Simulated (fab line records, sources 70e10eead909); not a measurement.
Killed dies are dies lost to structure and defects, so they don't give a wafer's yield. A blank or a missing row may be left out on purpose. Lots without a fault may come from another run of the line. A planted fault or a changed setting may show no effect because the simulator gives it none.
fab line records | flow nand_harc
record lots=24 wafers=72 last_day=34
route steps=1302 shown A_START@389 A_ZERO_WELL@404 A_ONON_D1@427 A_CHANNEL_HOLE_D1@465 A_CHANNEL_FILL_D1@513
lots that met no fault: from a run of the same line without faults
start_h: hours from the record's first day to the start of the lot's first wafer shown | wait_h: hours since the lot's step before | " the same as in the row above | L1.1+2: a row that stands for several wafers | - no value, or no start given | * or withheld: withheld | < > ~ a bound
route shown NAME@n: a module of which the file shows steps, and the number in the route of the first | usual: mean/standard deviation of fault-free wafers | same: alike in all rows | chamber/n: place in a boat | sites: the reading at each site | _std_site: their standard deviation | _edge_site: outer sites' mean less inner sites' | radius_mm: how far each site lies from the wafer's centre | mask NAME#n: copy n | behind: the tool/chamber that last shaped the wafer | hold: why the lot was held/for how many hours/how that ended | device: the transistor (n, p or np) that didn't switch | end of line: the same wafers' tests at the end of the route | a step without rows: its recipe alone | killed: dies lost to structure and defects at the first sort, not the wafer's yield | map: a wafer's dies, x killed, . not, _ none there
set.NAME: the setting as run; set.NAME@STEP: as run at that earlier step | model.NAME: the simulator's own value behind a step, which no gauge read
steps of the route over a sample of lots; a table a step, a row a wafer
services: from which hour (start_h, from the record's first day; less than 0 if before it) a tool's chamber was out of use, for how many hours, and why
## steps
# step NHARC_A_START_INSPECT_01
# usual raw_defect_count=3.5/1.7
# columns lot.wafer tool chamber start_h wait_h raw_defect_count
L074.2 defect_inspect-01 - 136.83 - 4
L074.3 " - " " 2
L074.5 " - " " 6
L075.1 defect_inspect-01 - 152.75 - 5
L075.2 " - " " 2
L075.4 " - " " 4
L076.4 defect_inspect-01 - 160.19 - 4
L076.5 " - " " 4
L076.6 " - " " 4
L077.1 defect_inspect-02 - 166.07 - 1
L077.2 " - " " 5
L077.5 " - " " 4
L078.1 defect_inspect-02 - 175.50 - 3
L078.3 " - " " 4
L078.5 " - " " 1
L079.1 defect_inspect-02 - 181.99 - 3
L079.3 " - " " 7
L079.5 " - " " 4
L080.2 defect_inspect-01 - 197.43 - 1
L080.5 " - " " 6
L080.6 " - " " 4
L081.1 defect_inspect-01 - 206.31 - 1
L081.4 " - " " 1
L081.6 " - " " 1
L082.1 defect_inspect-01 - 222.74 - 3
L082.2 " - " " 3
L082.5 " - " " 5
L083.3 defect_inspect-02 - 238.10 - 5
L083.4 " - " " 3
L083.6 " - " " 5
L084.2 defect_inspect-02 - 238.75 - 5
L084.4 " - " " 6
L084.6 " - " " 1
L085.3 defect_inspect-02 - 248.46 - 2
L085.4 " - " " 5
L085.6 " - " " 1
L086.1 defect_inspect-01 - 254.77 - 5
L086.3 " - " " 5
L086.5 " - " " 7
L087.1 defect_inspect-01 - 264.17 - 1
L087.2 " - " " 1
L087.5 " - " " 6
L089.1 defect_inspect-02 - 283.09 - 5
L089.3 " - " " 3
L089.4 " - " " 7
L088.2 defect_inspect-02 - 283.75 - 3
L088.4 " - " " 3
L088.6 " - " " 2
L090.1 defect_inspect-02 - 300.76 - 3
L090.3 " - " " 1
L090.6 " - " " 6
L091.2 defect_inspect-01 - 302.07 - 5
L091.3 " - " " 4
L091.4 " - " " 2
L092.3 defect_inspect-02 - 314.49 - 1
L092.4 " - " " 4
L092.6 " - " " 4
L093.1 defect_inspect-02 - 327.18 - 6
L093.3 " - " " 3
L093.5 " - " " 1
L095.1 defect_inspect-02 - 346.32 - 5
L095.2 " - " " 3
L095.3 " - " " 6
L094.2 defect_inspect-02 - 355.42 - 5
L094.5 " - " " 6
L094.6 " - " " 4
L096.2 defect_inspect-01 - 361.83 - 6
L096.5 " - " " 4
L096.6 " - " " 4
L097.2 defect_inspect-02 - 362.42 - 4
L097.3 " - " " 5
L097.6 " - " " 2
# step NHARC_A_ZERO_WELL_ETCH_19
# recipe target_depth_a=800 overetch_a=240 time_s=87.88 ion_energy_ev=200 n2_flow_sccm=150 h2_flow_sccm=150 ar_flow_sccm=0 rf_w=400 bias_w=150 chemistry=N2/H2
# usual drypump_motor_current_A=5.9/0.36 oes_product_au=0.996/0.0083 rf_vpp_V=431.2/2.7 showerhead_plenum_p_Torr=2.07/0.095 throttle_valve_pct=14.173/0.0087
# same time_s=87.88
# columns lot.wafer tool chamber start_h wait_h drypump_motor_current_A oes_product_au rf_hours_counter_h rf_vpp_V showerhead_plenum_p_Torr throttle_valve_pct
L074.2 rie_diel-12 2 137.91 0.1 6.3 0.991 2 428.7 2.00 14.171
L074.3 " 3 " " 5.4 1.000 1 435.1 2.20 14.178
L074.5 " 2 " " 6.3 0.986 - 429.6 2.00 14.158
L075.2 rie_diel-12 1 153.83 0.1 5.7 0.986 2 429.9 1.98 14.165
L075.1 " 3 " " 5.4 0.998 2 435.2 2.19 14.161
L075.4 " 0 " " 6.2 0.994 2 433.8 2.16 14.171
L076.6 rie_diel-03 3 161.19 0.1 6.6 0.993 - 432.2 2.13 14.181
L076.5 " 1 " " 6.2 0.986 - 434.1 2.15 14.172
L076.4 " 2 " " 5.9 1.008 - 429.1 2.01 14.179
L077.1 rie_diel-12 0 167.21 0.1 6.0 0.995 2 434.8 2.16 14.160
L077.2 " 1 " " 5.7 0.985 2 429.6 1.98 14.169
L077.5 " 1 " " 5.7 0.990 - 429.1 1.98 14.174
L078.1 rie_diel-12 1 176.59 0.1 5.8 0.982 3 430.3 1.98 14.189
L078.3 " 3 " " 5.4 0.992 2 435.1 2.19 14.166
L078.5 " 0 " " 6.1 0.985 - 433.5 2.16 14.185
L079.3 rie_diel-12 1 182.95 0.1 5.8 0.976 3 428.5 1.98 14.172
L079.1 " 0 " " 6.1 1.001 2 434.1 2.16 14.172
L079.5 " 1 " " 5.8 0.994 - 429.5 1.98 14.155
L080.2 rie_diel-03 0 198.52 0.1 5.3 0.986 16 432.5 2.07 14.189
L080.5 " 0 " " 5.3 1.001 - 431.5 2.07 14.161
L080.6 " 3 " " 6.5 0.991 - 433.8 2.13 14.161
L081.4 rie_diel-03 0 207.27 0.1 5.3 1.000 18 430.8 2.07 14.169
L081.1 " 2 " " 5.9 1.006 17 431.0 2.00 14.181
L081.6 " 0 " " 5.3 1.006 - 429.3 2.07 14.174
L082.2 rie_diel-12 0 223.82 0.1 6.1 0.995 3 435.6 2.16 14.175
L082.1 " 2 " " 6.3 0.995 3 429.1 2.00 14.170
L082.5 " 1 " " 5.7 0.988 - 428.9 1.98 14.175
L083.3 rie_diel-03 1 239.05 0.1 6.2 0.997 20 434.0 2.14 14.173
L083.4 " 0 " " 5.3 1.009 22 430.7 2.07 14.171
L083.6 " 2 " " 5.9 1.007 - 429.0 2.00 14.176
L084.4 rie_diel-12 3 239.83 0.1 5.4 0.991 3 434.9 2.19 14.181
L084.2 " 1 " " 5.7 0.976 3 429.7 1.98 14.165
L084.6 " 0 " " 6.2 0.986 - 434.0 2.16 14.159
L085.4 rie_diel-12 1 249.56 0.1 5.8 0.988 4 429.7 1.98 14.182
L085.3 " 2 " " 6.3 0.987 4 430.2 2.00 14.170
L085.6 " 0 " " 6.1 1.001 - 433.4 2.16 14.198
L086.3 rie_diel-12 2 255.74 0.1 6.3 0.985 4 429.6 2.00 14.166
L086.1 " 0 " " 6.1 0.986 4 434.0 2.16 14.171
L086.5 " 1 " " 5.8 0.982 - 428.0 1.98 14.176
L087.2 rie_diel-12 2 265.26 0.1 6.3 0.997 5 429.9 2.00 14.172
L087.1 " 1 " " 5.7 0.989 4 429.9 1.98 14.167
L087.5 " 3 " " 5.4 1.000 - 435.3 2.19 14.170
L089.4 rie_diel-11 1 284.17 0.1 5.7 1.009 5 427.6 1.98 14.171
L089.1 " 2 " " 5.8 0.999 5 425.0 1.89 14.177
L089.3 " 0 " " 5.3 1.007 4 427.7 1.91 14.178
L088.4 rie_diel-11 1 284.83 0.1 5.7 1.008 5 428.4 1.98 14.167
L088.2 " 0 " " 5.3 0.997 4 426.7 1.91 14.165
L088.6 " 1 " " 5.7 1.009 - 428.5 1.98 14.176
L090.1 rie_diel-03 2 301.72 0.1 5.9 1.009 4 430.1 2.00 14.174
L090.3 " 3 " " 6.5 1.008 4 431.1 2.12 14.176
L090.6 " 3 " " 6.5 1.003 - 433.5 2.12 14.172
L091.4 rie_diel-12 3 303.16 0.1 5.4 1.011 1 433.5 2.19 14.180
L091.2 " 0 " " 6.2 0.997 1 433.7 2.16 14.185
L091.3 " 1 " " 5.8 1.001 1 430.2 1.98 14.157
L092.3 rie_diel-11 0 316.05 0.5 5.3 0.993 12 428.3 1.91 14.161
L092.4 " 1 " " 5.7 1.011 12 428.1 1.98 14.168
L092.6 " 0 " " 5.3 0.995 - 425.7 1.91 14.159
L093.3 rie_diel-12 1 328.27 0.1 5.8 0.990 1 427.4 1.98 14.170
L093.1 " 2 " " 6.3 0.994 2 429.8 2.00 14.151
L093.5 " 1 " " 5.8 1.009 - 430.2 1.98 14.169
L095.2 rie_diel-12 0 347.40 0.1 6.1 0.988 2 433.6 2.16 14.172
L095.1 " 1 " " 5.7 0.994 2 429.5 1.98 14.179
L095.3 " 2 " " 6.3 0.983 2 429.9 2.00 14.182
L094.2 rie_diel-12 3 356.51 0.1 5.4 1.004 3 434.0 2.19 14.168
L094.5 " 2 " " 6.3 0.995 - 430.4 2.00 14.183
L094.6 " 3 " " 5.4 1.004 - 434.7 2.19 14.184
L096.2 rie_diel-12 1 362.79 0.1 5.8 1.006 3 428.1 1.98 14.179
L096.5 " 1 " " 5.8 1.003 - 428.6 1.98 14.170
L096.6 " 2 " " 6.3 0.994 - 430.8 2.00 14.190
L097.2 rie_diel-12 1 363.50 0.1 5.8 0.998 3 429.5 1.98 14.167
L097.3 " 0 " " 6.1 0.991 3 433.0 2.16 14.171
L097.6 " 1 " " 5.8 0.990 - 429.8 1.98 14.174
# step NHARC_A_ONON_D1_THK_MEAS_05
# recipe thk_meas_gauge=ellipsometry
# usual thk_nm=997/8
# columns lot.wafer tool chamber start_h wait_h thk_nm
L074.2 film_metro-02 - 157.09 - 1002
L074.3 " - " " 1001
L074.5 " - " " 1000
L075.1 film_metro-01 - 176.34 - 985
L075.2 " - " " 984
L075.4 " - " " 986
L076.4 film_metro-02 - 184.33 - 993
L076.5 " - " " 992
L076.6 " - " " 994
L077.1 film_metro-01 - 191.59 - 989
L077.2 " - " " 990
L077.5 " - " " 990
L078.1 film_metro-02 - 200.07 - 997
L078.3 " - " " 996
L078.5 " - " " 997
L079.1 film_metro-02 - 205.75 - 1001
L079.3 " - " " 1001
L079.5 " - " " 1002
L080.2 film_metro-02 - 223.27 - 1003
L080.5 " - " " 1002
L080.6 " - " " 1004
L081.1 film_metro-02 - 229.91 - 1003
L081.4 " - " " 1002
L081.6 " - " " 1004
L082.1 film_metro-02 - 246.90 - 1009
L082.2 " - " " 1010
L082.5 " - " " 1012
L084.2 film_metro-02 - 261.38 - 999
L084.4 " - " " 1000
L084.6 " - " " 1001
L083.3 film_metro-01 - 261.40 - 1004
L083.4 " - " " 1004
L083.6 " - " " 1004
L085.3 film_metro-01 - 274.37 - 983
L085.4 " - " " 979
L085.6 " - " " 982
L086.1 film_metro-02 - 279.65 - 994
L086.3 " - " " 993
L086.5 " - " " 995
L087.1 film_metro-01 - 288.07 - 996
L087.2 " - " " 994
L087.5 " - " " 995
L089.1 film_metro-01 - 306.30 - 989
L089.3 " - " " 989
L089.4 " - " " 988
L088.2 film_metro-01 - 306.31 - 998
L088.4 " - " " 997
L088.6 " - " " 996
L090.1 film_metro-02 - 324.41 - 1010
L090.3 " - " " 1009
L090.6 " - " " 1011
L091.2 film_metro-02 - 324.42 - 1001
L091.3 " - " " 1001
L091.4 " - " " 1000
L092.3 film_metro-02 - 341.09 - 981
L092.4 " - " " 983
L092.6 " - " " 981
L093.1 film_metro-02 - 351.22 - 1001
L093.3 " - " " 1000
L093.5 " - " " 999
L095.1 film_metro-01 - 369.94 - 993
L095.2 " - " " 990
L095.3 " - " " 989
L094.2 film_metro-01 - 379.29 - 1005
L094.5 " - " " 1005
L094.6 " - " " 1004
L097.2 film_metro-01 - 389.04 - 1004
L097.3 " - " " 1004
L097.6 " - " " 1004
L096.2 film_metro-02 - 389.04 - 999
L096.5 " - " " 999
L096.6 " - " " 997
# step NHARC_A_CHANNEL_HOLE_D1_DESCUM_15
# recipe time_s=3 o2_flow_sccm=200 ar_flow_sccm=0 bias_power_w=0 chemistry=O2
# usual drypump_motor_current_A=5.8/0.37 oes_product_au=1.001/0.0085 rf_vpp_V=57.5/0.88 showerhead_plenum_p_Torr=1.88/0.08 throttle_valve_pct=11.311/0.0093
# same time_s=3
# columns lot.wafer tool chamber start_h wait_h drypump_motor_current_A oes_product_au rf_hours_counter_h rf_vpp_V showerhead_plenum_p_Torr throttle_valve_pct
L074.3 rie_diel-02 1 178.78 0.1 5.8 1.003 37 56.2 2.06 11.320
L074.2 " 2 " " 6.0 0.990 39 58.5 1.87 11.304
L074.5 " 1 " " 5.8 1.001 - 58.7 2.06 11.296
L075.2 rie_diel-06 2 194.13 0.1 5.3 1.007 3 57.2 1.78 11.300
L075.1 " 3 " " 6.2 1.003 3 58.2 1.87 11.295
L075.4 " 1 " " 5.6 0.996 4 57.7 1.94 11.293
L076.4 rie_diel-06 3 203.19 0.1 6.2 0.997 4 56.7 1.87 11.316
L076.5 " 1 " " 5.6 1.005 - 56.5 1.94 11.322
L076.6 " 2 " " 5.3 1.013 - 57.4 1.77 11.319
L077.2 rie_diel-02 2 206.69 0.1 6.0 0.985 49 56.9 1.87 11.326
L077.1 " 3 " " 5.2 0.993 47 57.8 1.98 11.311
L077.5 " 1 " " 5.8 0.991 - 59.0 2.06 11.316
L078.3 rie_diel-04 3 215.31 0.1 5.0 1.018 7 58.6 1.90 11.297
L078.1 " 1 " " 5.7 1.005 6 58.3 1.99 11.320
L078.5 " 2 " " 5.9 1.005 - 59.6 1.97 11.320
L079.3 rie_diel-06 2 226.07 0.1 5.3 1.007 6 56.2 1.77 11.306
L079.1 " 3 " " 6.2 0.999 6 57.6 1.87 11.318
L079.5 " 1 " " 5.6 0.999 - 57.9 1.94 11.312
L080.2 rie_diel-02 2 242.14 0.1 6.0 1.012 6 57.0 1.87 11.313
L080.5 " 0 " " 5.7 1.005 - 58.3 1.81 11.301
L080.6 " 1 " " 5.8 1.009 - 59.8 2.06 11.331
L081.1 rie_diel-06 1 242.30 0.1 5.6 0.976 8 57.4 1.94 11.312
L081.6 " 3 " " 6.2 0.994 - 57.2 1.87 11.311
L081.4 " 1 " " 5.6 0.982 - 57.8 1.94 11.318
L082.2 rie_diel-06 1 265.30 0.1 5.6 0.998 11 57.6 1.94 11.311
L082.1 " 3 " " 6.2 1.010 10 56.7 1.87 11.321
L082.5 " 0 " " 6.1 1.012 - 57.0 1.82 11.317
L083.3 rie_diel-06 0 276.60 0.1 6.1 0.997 11 56.7 1.82 11.301
L083.4 " 2 " " 5.3 1.006 8 57.7 1.77 11.308
L083.6 " 0 " " 6.1 0.997 - 57.0 1.82 11.313
L084.4 rie_diel-02 0 277.23 0.1 5.6 1.005 20 57.9 1.80 11.319
L084.2 " 3 " " 5.2 1.004 21 57.2 1.97 11.318
L084.6 " 1 " " 5.8 1.006 - 57.9 2.05 11.313
L085.3 rie_diel-06 2 292.02 0.1 5.3 1.007 10 56.8 1.77 11.323
L085.4 " 3 " " 6.3 0.985 12 56.5 1.87 11.314
L085.6 " 3 " " 6.2 0.996 - 57.0 1.87 11.311
L086.1 rie_diel-06 0 294.19 0.1 6.1 1.001 13 56.7 1.82 11.310
L086.3 " 2 " " 5.3 0.997 10 56.9 1.77 11.308
L086.5 " 0 " " 6.1 1.000 - 56.7 1.82 11.298
L087.2 rie_diel-06 1 304.15 0.1 5.6 0.996 15 58.6 1.94 11.322
L087.1 " 3 " " 6.2 1.001 14 57.6 1.87 11.322
L087.5 " 2 " " 5.3 1.002 - 58.9 1.77 11.310
L089.3 rie_diel-06 0 325.38 0.1 6.1 0.998 1 59.9 1.82 11.309
L089.1 " 2 " " 5.3 0.998 1 57.6 1.77 11.302
L089.4 " 3 " " 6.2 1.004 1 57.7 1.87 11.315
L088.2 rie_diel-06 0 326.65 0.1 6.1 1.011 1 57.6 1.82 11.310
L088.4 " 1 " " 5.6 0.997 1 57.6 1.94 11.315
L088.6 " 3 " " 6.3 0.998 - 59.1 1.87 11.304
L090.3 rie_diel-06 1 339.85 0.1 5.6 0.997 3 57.9 1.94 11.301
L090.1 " 3 " " 6.2 1.000 4 57.1 1.87 11.310
L090.6 " 1 " " 5.6 0.995 - 56.7 1.94 11.325
L091.2 rie_diel-06 0 341.75 0.1 6.2 1.010 4 57.5 1.82 11.316
L091.3 " 1 " " 5.7 1.001 4 57.8 1.94 11.326
L091.4 " 3 " " 6.2 1.002 4 57.4 1.87 11.292
L092.3 rie_diel-06 2 356.53 0.1 5.3 1.002 6 56.6 1.77 11.338
L092.4 " 3 " " 6.2 1.003 5 57.0 1.87 11.292
L092.6 " 1 " " 5.6 1.003 - 58.8 1.94 11.323
L093.3 rie_diel-04 2 366.33 0.1 6.0 0.987 0 56.1 1.96 11.313
L093.1 " 3 " " 5.0 0.993 0 56.6 1.88 11.318
L093.5 " 1 " " 5.7 0.986 - 56.4 1.97 11.297
L095.1 rie_diel-06 2 385.11 0.1 5.3 1.000 7 57.6 1.77 11.306
L095.3 " 0 " " 6.1 1.007 7 57.7 1.82 11.313
L095.2 " 1 " " 5.6 0.998 7 59.2 1.94 11.281
L094.2 rie_diel-06 0 399.06 0.1 6.1 1.010 8 58.1 1.82 11.310
L094.6 " 0 " " 6.1 1.015 - 57.1 1.82 11.301
L094.5 " 1 " " 5.6 1.004 - 57.9 1.94 11.312
L097.2 rie_diel-06 0 409.53 0.1 6.1 1.004 9 57.8 1.82 11.321
L097.3 " 1 " " 5.6 0.992 9 56.6 1.94 11.319
L097.6 " 1 " " 5.6 0.988 - 57.6 1.94 11.313
L096.2 rie_diel-04 3 410.31 0.1 4.9 1.005 15 58.5 1.88 11.303
L096.5 " 2 " " 5.9 0.996 - 57.7 1.96 11.298
L096.6 " 3 " " 5.0 0.999 - 57.6 1.88 11.314
# step NHARC_A_CHANNEL_HOLE_D1_ETCH_22
# recipe bias_v=3000 source_w=withheld pressure_mtorr=20 time_s=666.7 ar_flow_sccm=375 c4f8_flow_sccm=89.3 o2_flow_sccm=35.7 temp_c=-20 target_depth_a=16000 chemistry=C4F8/O2/Ar
# usual drypump_motor_current_A=5.82/0.13 showerhead_plenum_p_Torr=3.65/0.18 throttle_valve_pct=32.154/0.0089
# same time_s=666.7
# columns lot.wafer tool chamber start_h wait_h drypump_motor_current_A rf_hours_counter_h showerhead_plenum_p_Torr throttle_valve_pct
L074.2 har_etch-01 1 181.14 0.4 5.95 84 3.62 32.150
L074.3 " 0 " " 5.83 - 3.74 32.163
L074.5 " 0 " " 5.85 - 3.74 32.154
L075.2 har_etch-02 0 196.18 0.4 5.90 311 3.43 32.162
L075.1 " 1 " " 5.65 311 3.41 32.150
L075.4 " 0 " " 5.88 - 3.43 32.160
L076.4 har_etch-01 1 205.44 0.4 5.97 - 3.61 32.144
L076.6 " 1 " " 5.98 - 3.61 32.150
L076.5 " 0 " " 5.83 - 3.73 32.174
L077.2 har_etch-02 0 208.73 0.4 5.88 319 3.43 32.145
L077.1 " 1 " " 5.63 319 3.41 32.157
L077.5 " 1 " " 5.62 - 3.41 32.155
L078.1 har_etch-02 0 217.43 0.4 5.89 323 3.43 32.150
L078.3 " 1 " " 5.63 - 3.40 32.159
L078.5 " 0 " " 5.87 - 3.43 32.153
L079.1 har_etch-01 0 228.21 0.4 5.82 111 3.72 32.163
L079.3 " 1 " " 5.94 - 3.60 32.155
L079.5 " 0 " " 5.82 - 3.72 32.154
L080.2 har_etch-02 0 244.22 0.4 5.86 334 3.42 32.147
L080.5 " 0 " " 5.92 - 3.42 32.157
L080.6 " 1 " " 5.63 - 3.40 32.155
L081.1 har_etch-01 0 244.63 0.4 5.83 119 3.72 32.156
L081.4 " 0 " " 5.84 - 3.72 32.159
L081.6 " 1 " " 5.94 - 3.60 32.150
L082.2 har_etch-01 1 268.06 0.4 5.96 134 3.59 32.153
L082.1 " 0 " " 5.83 134 3.71 32.165
L082.5 " 1 " " 5.96 - 3.59 32.153
L083.4 har_etch-02 0 279.88 0.4 5.91 - 3.41 32.153
L083.3 " 1 " " 5.64 - 3.93 32.167
L083.6 " 1 " " 5.65 - 3.93 32.134
L084.2 har_etch-01 1 279.92 0.4 5.99 145 3.59 32.155
L084.4 " 0 " " 5.82 - 3.70 32.161
L084.6 " 1 " " 5.96 - 3.59 32.159
L085.4 har_etch-02 1 294.25 0.4 5.62 - 3.93 32.133
L085.3 " 0 " " 5.89 - 3.40 32.143
L085.6 " 1 " " 5.62 - 3.93 32.146
L086.1 har_etch-01 0 296.99 0.4 5.83 156 3.70 32.149
L086.3 " 0 " " 5.83 - 3.70 32.157
L086.5 " 0 " " 5.86 - 3.70 32.147
L087.2 har_etch-02 1 306.19 0.4 5.62 361 3.92 32.132
L087.1 " 0 " " 5.88 377 3.40 32.140
L087.5 " 0 " " 5.95 - 3.40 32.163
L089.1 har_etch-02 0 327.70 0.4 5.89 384 3.40 32.159
L089.3 " 1 " " 5.64 - 3.92 32.140
L089.4 " 0 " " 5.86 - 3.40 32.143
L088.2 har_etch-01 0 328.69 0.4 5.84 168 3.69 32.153
L088.4 " 0 " " 5.82 - 3.69 32.163
L088.6 " 1 " " 5.96 - 3.57 32.147
L090.1 har_etch-02 1 343.18 0.7 5.62 381 3.91 32.152
L090.3 " 1 " " 5.63 - 3.91 32.159
L090.6 " 1 " " 5.64 - 3.91 32.157
L091.2 har_etch-01 1 347.19 0.4 5.95 183 3.57 32.159
L091.4 " 0 " " 5.83 - 3.68 32.160
L091.3 " 1 " " 5.93 - 3.57 32.148
L092.3 har_etch-01 1 363.20 0.4 5.98 - 3.56 32.151
L092.4 " 0 " " 5.85 - 3.67 32.154
L092.6 " 1 " " 5.95 - 3.56 32.151
L093.1 har_etch-02 1 368.47 0.4 5.64 403 3.90 32.150
L093.3 " 0 " " 5.86 - 3.93 32.157
L093.5 " 1 " " 5.65 - 3.90 32.160
L095.1 har_etch-01 0 387.15 0.4 5.84 206 3.67 32.165
L095.2 " 1 " " 5.95 206 3.55 32.152
L095.3 " 0 " " 5.85 - 3.67 32.151
L094.2 har_etch-02 0 401.20 0.4 5.91 1 3.92 32.167
L094.5 " 1 " " 5.65 - 3.90 32.157
L094.6 " 0 " " 5.93 - 3.92 32.161
L097.2 har_etch-01 0 412.87 0.4 5.83 226 3.66 32.144
L097.3 " 1 " " 5.98 - 3.54 32.158
L097.6 " 1 " " 5.98 - 3.54 32.153
L096.2 har_etch-02 1 413.74 0.4 5.62 12 3.89 32.140
L096.6 " 1 " " 5.61 - 3.89 32.147
L096.5 " 0 " " 5.88 - 3.92 32.156
# step NHARC_A_CHANNEL_FILL_D1_CMP_10
# recipe target_thk_nm=150
# usual motor_current_A=11.6/1.4 time_to_endpoint_s=15.2/1.9
# columns lot.wafer tool chamber start_h wait_h motor_current_A time_to_endpoint_s
L074.3 cmp-02 0 237.17 0.4 13.3 14.9
L074.2 " 3 " " 10.0 15.2
L074.5 " 0 " " 13.5 13.9
L075.1 cmp-01 3 250.09 0.4 12.2 17.9
L075.4 " 0 " " 14.1 13.3
L075.2 " 2 " " 13.0 12.8
L076.4 cmp-02 0 258.54 0.4 13.0 18.1
L076.5 " 0 " " 13.0 15.4
L076.6 " 1 " " 9.6 17.2
L077.2 cmp-01 3 258.56 0.4 13.0 17.3
L077.1 " 1 " " 10.9 16.1
L077.5 " 3 " " 12.8 18.6
L078.3 cmp-02 1 270.73 0.4 9.9 13.4
L078.1 " 2 " " 11.2 14.6
L078.5 " 1 " " 9.5 15.6
L079.3 cmp-01 0 280.95 0.4 15.0 13.4
L079.1 " 1 " " 11.3 15.3
L079.5 " 1 " " 11.6 17.3
L081.1 cmp-01 1 301.42 0.4 11.3 12.7
L081.4 " 3 " " 13.0 14.9
L081.6 " 2 " " 12.7 11.6
L080.2 cmp-02 0 301.47 0.4 13.6 18.6
L080.5 " 2 " " 11.1 17.7
L080.6 " 3 " " 9.9 18.5
L082.2 cmp-01 2 323.03 0.4 13.2 12.0
L082.1 " 0 " " 14.4 13.2
L082.5 " 2 " " 12.1 12.7
L083.4 cmp-01 0 332.13 0.4 14.1 10.5
L083.3 " 3 " " 12.9 15.1
L083.6 " 0 " " 14.6 10.6
L084.2 cmp-04 2 332.16 0.4 10.6 15.3
L084.4 " 3 " " 10.1 17.8
L084.6 " 1 " " 11.3 15.5
L085.4 cmp-04 0 346.91 0.4 11.4 15.0
L085.3 " 2 " " 11.0 18.8
L085.6 " 0 " " 11.7 15.6
L086.1 cmp-01 1 346.94 0.4 11.1 13.1
L086.3 " 3 " " 13.3 14.5
L086.5 " 0 " " 14.0 13.5
L087.1 cmp-04 2 358.86 0.4 11.1 15.6
L087.2 " 0 " " 11.7 13.8
L087.5 " 2 " " 11.0 13.8
L089.4 cmp-02 0 380.95 0.4 13.7 15.5
L089.1 " 2 " " 11.2 15.9
L089.3 " 3 " " 9.7 16.4
L088.2 cmp-04 0 380.97 0.4 12.5 11.8
L088.4 " 1 " " 10.5 14.7
L088.6 " 0 " " 11.4 10.2
L090.3 cmp-04 2 403.61 0.4 10.3 14.7
L090.1 " 0 " " 12.2 12.7
L090.6 " 1 " " 10.9 16.1
L091.3 cmp-02 3 406.46 0.4 10.1 17.1
L091.4 " 0 " " 13.2 14.4
L091.2 " 1 " " 10.3 15.8
L092.4 cmp-04 2 422.02 0.4 10.4 16.6
L092.3 " 0 " " 12.2 14.4
L092.6 " 1 " " 11.1 14.5
L093.1 cmp-01 0 422.09 0.5 14.6 15.5
L093.3 " 1 " " 10.9 16.6
L093.5 " 1 " " 11.8 15.8
L095.3 cmp-02 1 440.21 0.4 9.8 18.0
L095.2 " 2 " " 11.5 16.2
L095.1 " 0 " " 13.6 16.8
L094.2 cmp-02 2 456.03 0.4 11.2 16.5
L094.5 " 3 " " 10.0 15.2
L094.6 " 0 " " 13.5 16.4
L097.3 cmp-02 0 469.60 0.4 13.8 15.5
L097.2 " 1 " " 9.7 15.9
L097.6 " 3 " " 9.4 18.5
L096.2 cmp-02 2 469.70 0.5 11.1 16.4
L096.6 " 2 " " 11.1 16.4
L096.5 " 3 " " 9.2 16.8
## services
# columns tool chamber start_h hours kind
cmp-02 - 124.41 1.3 repair
rie_diel-06 - 130.20 9.0 pm
cmp-02 - 134.73 4.0 pm
rie_diel-06 - 170.43 0.9 repair
rie_diel-06 2 215.34 5.2 repair
cmp-02 - 217.06 1.8 repair
cmp-02 - 232.73 4.0 pm
rie_diel-06 2 239.53 19.5 repair
cmp-02 - 266.57 1.0 repair
rie_diel-12 - 268.40 9.0 pm
rie_diel-06 0 294.94 3.8 repair
rie_diel-06 - 307.20 9.0 pm
cmp-02 - 326.50 0.5 repair
cmp-02 - 330.73 4.0 pm
cmp-02 - 343.25 10.6 repair
cmp-02 - 364.08 1.4 repair
har_etch-02 - 382.85 17.0 pm
rie_diel-12 1 385.57 6.7 repair
rie_diel-06 - 403.36 1.3 repair
cmp-02 - 410.76 13.3 repair
rie_diel-06 - 412.80 0.3 repair
cmp-02 - 428.73 4.0 pm
rie_diel-06 - 438.76 1.8 repair
rie_diel-12 - 445.40 9.0 pm
## key
fault none
